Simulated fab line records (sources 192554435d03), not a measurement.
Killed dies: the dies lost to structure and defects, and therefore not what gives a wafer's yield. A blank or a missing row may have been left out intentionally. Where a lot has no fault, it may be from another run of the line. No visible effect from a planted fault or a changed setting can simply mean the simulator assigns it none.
Check for tools in common + flow n5_finfet + 10 lots and 29 wafers in the sample

## REASON IT WAS OPENED
At N5_BEOL_M2_CD_MEAS_28 the reading cd_nm is flagged on 4 of 10 lots. Wafers without a fault read 26.12 nm, standard deviation 0.23.
Rule: a lot gets a flag if all its wafers with a number sit over 4 standard deviations from that mean, or if no wafer of it has a number. The other lots count as sound.

| lot  | measured     | on        | cd_nm (nm), wafer by wafer | flag    |
|------|--------------|-----------|----------------------------|---------|
| L193 | day 7 09:22  | cd_sem-03 | 26.09 26.10 26.35          |         |
| L196 | day 8 09:35  | cd_sem-03 | 26.08 25.59 26.16          |         |
| L197 | day 8 12:23  | cd_sem-01 | 25.91 25.92 25.99          |         |
| L200 | day 9 09:55  | cd_sem-03 | 23.79 23.76 23.67          | FLAGGED |
| L203 | day 10 14:43 | cd_sem-03 | 24.21 24.47 24.17          | FLAGGED |
| L202 | day 10 19:29 | cd_sem-03 | 24.27 24.61 25.00          | FLAGGED |
| L205 | day 10 22:11 | cd_sem-02 | 24.42 24.55 24.88          | FLAGGED |
| L204 | day 11 00:52 | cd_sem-02 | 26.38 26.36 26.34          |         |
| L207 | day 12 02:38 | cd_sem-01 | 25.97 25.82                |         |
| L211 | day 12 05:43 | cd_sem-01 | 26.12 26.02 26.00          |         |
The mean of the flagged lots' numbers is 24.32 nm, -1.80 nm from the usual (-8 standard deviations).

## TOOL THAT RAN EACH LOT
The record holds 2 process steps before the reading, out of a route of 1938 steps. Each cell gives the tool, then ch followed by the chambers the sampled wafers passed through, then the start.
| lot  | flag    | N5_BEOL_M2_STRIP_19                | N5_BEOL_M2_EXPOSE_25              |
|------|---------|------------------------------------|-----------------------------------|
| L193 |         | rie_diel-04 ch 2,3, day 7 08:52    | euv_scanner-02 ch 0, day 7 09:14  |
| L196 |         | rie_diel-05 ch 1,2,3, day 8 09:11  | euv_scanner-02 ch 0, day 8 09:27  |
| L197 |         | rie_diel-05 ch 2,3, day 8 11:58    | euv_scanner-02 ch 0, day 8 12:14  |
| L200 | FLAGGED | rie_diel-06 ch 0,2, day 9 09:31    | euv_scanner-02 ch 0, day 9 09:46  |
| L203 | FLAGGED | rie_diel-04 ch 0,1,3, day 10 14:20 | euv_scanner-02 ch 0, day 10 14:34 |
| L202 | FLAGGED | rie_diel-04 ch 0,1,3, day 10 19:05 | euv_scanner-02 ch 0, day 10 19:22 |
| L205 | FLAGGED | rie_diel-05 ch 1,2,3, day 10 21:48 | euv_scanner-02 ch 0, day 10 22:02 |
| L204 |         | rie_diel-04 ch 1,2, day 11 00:21   | euv_scanner-01 ch 0, day 11 00:43 |
| L207 |         | rie_diel-06 ch 2,3, day 12 02:15   | euv_scanner-01 ch 0, day 12 02:30 |
| L211 |         | rie_diel-06 ch 1,2,3, day 12 05:11 | euv_scanner-01 ch 0, day 12 05:34 |
What is done by these steps:
- N5_BEOL_M2_STRIP_19: strips in O2.
- N5_BEOL_M2_EXPOSE_25: exposes mask V1, defocus 5 nm.
- N5_BEOL_M2_CD_MEAS_28: target cd 26.2 nm, target cd y 24.1 nm.

## FLAGGED OVER TOTAL, TOOL BY TOOL (the gauges that took the reading come last)
| step                  | tool           | lots run | flagged | share of the flagged lots | sound lots run after its first flagged lot |
|-----------------------|----------------|----------|---------|---------------------------|--------------------------------------------|
| N5_BEOL_M2_STRIP_19   | rie_diel-04    | 4        | 2       | some                      | 1 (L204)                                   |
| N5_BEOL_M2_STRIP_19   | rie_diel-05    | 3        | 1       | some                      | 0                                          |
| N5_BEOL_M2_STRIP_19   | rie_diel-06    | 3        | 1       | some                      | 2 (L207,L211)                              |
| N5_BEOL_M2_EXPOSE_25  | euv_scanner-01 | 3        | 0       | none                      | -                                          |
| N5_BEOL_M2_EXPOSE_25  | euv_scanner-02 | 7        | 4       | all                       | 0                                          |
| N5_BEOL_M2_CD_MEAS_28 | cd_sem-01      | 3        | 0       | none                      | -                                          |
| N5_BEOL_M2_CD_MEAS_28 | cd_sem-02      | 2        | 1       | some                      | 1 (L204)                                   |
| N5_BEOL_M2_CD_MEAS_28 | cd_sem-03      | 5        | 3       | some                      | 0                                          |

## THE TABLE: WHAT IT ALLOWS
Rows of the table that ran each flagged lot: 1, that is euv_scanner-02 at N5_BEOL_M2_EXPOSE_25.
- euv_scanner-02 at N5_BEOL_M2_EXPOSE_25: 4 of its 7 lots flagged. Its last sound lot is L197 (day 8 12:14), its first flagged lot L200 (day 9 09:46): a fault that began between those two fits. Its own readings (exposure_dose_mJ_cm2) fall more than 4 standard deviations out on all wafers of the flagged lots.
euv_scanner-02 at N5_BEOL_M2_EXPOSE_25 is the single tool remaining.

## WHAT THE SIMULATOR PUT IN
Process parameter drift: euv_scanner-02, from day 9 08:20 on, at N5_BEOL_M2_EXPOSE_25. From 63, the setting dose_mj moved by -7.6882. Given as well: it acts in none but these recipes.
Struck lots among those shown: L200, L203, L202, L205. This agrees with what the rule above found.
